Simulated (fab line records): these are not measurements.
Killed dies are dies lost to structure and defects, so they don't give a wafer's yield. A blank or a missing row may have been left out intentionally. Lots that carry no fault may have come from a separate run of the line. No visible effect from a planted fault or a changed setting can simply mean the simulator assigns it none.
Matching of chambers || flow n5Finfet || 3 sister chambers for N5_BEOL_M4_CO_CAP_55 on cvdCo-01
The step material Co, precursor CCTBA/H2, target thk 2 nm, time 102.1 s. 30 wafers are shown with their chamber, then 12 later ones without.

WAFERS WITH THEIR CHAMBER
{"wafer": "L074.1", "chamber": 2, "heaterPowerW (W)": 226}
{"wafer": "L074.2", "chamber": 0, "heaterPowerW (W)": 217}
{"wafer": "L074.3", "chamber": 1, "heaterPowerW (W)": 221}
{"wafer": "L074.4", "chamber": 2, "heaterPowerW (W)": 227}
{"wafer": "L074.5", "chamber": 1, "heaterPowerW (W)": 219}
{"wafer": "L074.6", "chamber": 0, "heaterPowerW (W)": 214}
{"wafer": "L076.2", "chamber": 1, "heaterPowerW (W)": 220}
{"wafer": "L076.5", "chamber": 0, "heaterPowerW (W)": 220}
{"wafer": "L076.6", "chamber": 2, "heaterPowerW (W)": 220}
{"wafer": "L077.1", "chamber": 2, "heaterPowerW (W)": 225}
{"wafer": "L077.4", "chamber": 1, "heaterPowerW (W)": 219}
{"wafer": "L077.6", "chamber": 0, "heaterPowerW (W)": 212}
{"wafer": "L078.1", "chamber": 2, "heaterPowerW (W)": 220}
{"wafer": "L078.3", "chamber": 1, "heaterPowerW (W)": 221}
{"wafer": "L078.6", "chamber": 0, "heaterPowerW (W)": 221}
{"wafer": "L082.1", "chamber": 2, "heaterPowerW (W)": 222}
{"wafer": "L082.5", "chamber": 2, "heaterPowerW (W)": 225}
{"wafer": "L082.6", "chamber": 0, "heaterPowerW (W)": 214}
{"wafer": "L083.1", "chamber": 2, "heaterPowerW (W)": 218}
{"wafer": "L083.2", "chamber": 0, "heaterPowerW (W)": 212}
{"wafer": "L083.3", "chamber": 1, "heaterPowerW (W)": 213}
{"wafer": "L083.4", "chamber": 1, "heaterPowerW (W)": 216}
{"wafer": "L083.5", "chamber": 2, "heaterPowerW (W)": 222}
{"wafer": "L083.6", "chamber": 0, "heaterPowerW (W)": 214}
{"wafer": "L088.1", "chamber": 2, "heaterPowerW (W)": 225}
{"wafer": "L088.2", "chamber": 1, "heaterPowerW (W)": 215}
{"wafer": "L088.5", "chamber": 2, "heaterPowerW (W)": 225}
{"wafer": "L086.1", "chamber": 2, "heaterPowerW (W)": 220}
{"wafer": "L086.3", "chamber": 0, "heaterPowerW (W)": 212}
{"wafer": "L086.5", "chamber": 1, "heaterPowerW (W)": 219}

SIGNATURES, as means of the wafers listed above
{"reading": "heaterPowerW", "chamber 0": 215.11, "chamber 1": 218.11, "chamber 2": 222.92, "scatter within a chamber": 3.06}
Rule: distance of a wafer from a chamber = root of the sum over the readings of ((wafer's reading minus chamber's mean) / reading's scatter) squared. The wafer belongs to the nearest chamber; if the next one is less than 2 further off, it can't be placed. The scatter: take each reading less its chamber's mean, square it, sum over the shown wafers, divide by the number of wafers less the number of chambers, and take the root.

WAFERS WITHOUT THEIR CHAMBER
{"wafer": "L087.3", "heaterPowerW (W)": 215}
{"wafer": "L087.4", "heaterPowerW (W)": 216}
{"wafer": "L087.5", "heaterPowerW (W)": 223}
{"wafer": "L092.1", "heaterPowerW (W)": 226}
{"wafer": "L092.4", "heaterPowerW (W)": 222}
{"wafer": "L092.6", "heaterPowerW (W)": 220}
{"wafer": "L093.3", "heaterPowerW (W)": 217}
{"wafer": "L093.4", "heaterPowerW (W)": 220}
{"wafer": "L093.5", "heaterPowerW (W)": 226}
{"wafer": "L095.1", "heaterPowerW (W)": 217}
{"wafer": "L095.2", "heaterPowerW (W)": 227}
{"wafer": "L095.5", "heaterPowerW (W)": 218}

EACH ONE'S CHAMBER
{"wafer": "L087.3", "from the rows above": "can't be placed: 0 or 1", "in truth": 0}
{"wafer": "L087.4", "from the rows above": "can't be placed: 0 or 1 or 2", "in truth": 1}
{"wafer": "L087.5", "from the rows above": "can't be placed: 2 or 1", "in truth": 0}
{"wafer": "L092.1", "from the rows above": "can't be placed: 2 or 1", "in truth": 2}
{"wafer": "L092.4", "from the rows above": "can't be placed: 2 or 1 or 0", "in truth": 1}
{"wafer": "L092.6", "from the rows above": "can't be placed: 1 or 2 or 0", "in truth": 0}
{"wafer": "L093.3", "from the rows above": "can't be placed: 1 or 0 or 2", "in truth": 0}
{"wafer": "L093.4", "from the rows above": "can't be placed: 1 or 2 or 0", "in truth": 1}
{"wafer": "L093.5", "from the rows above": "can't be placed: 2 or 1", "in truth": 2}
{"wafer": "L095.1", "from the rows above": "can't be placed: 1 or 0 or 2", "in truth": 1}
{"wafer": "L095.2", "from the rows above": "can't be placed: 2 or 1", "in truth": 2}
{"wafer": "L095.5", "from the rows above": "can't be placed: 1 or 0 or 2", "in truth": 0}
Placed correctly: 0 of 12. Can't be placed from these rows: 12 (the true chamber is among the candidates in 11). Placed wrongly: 0.
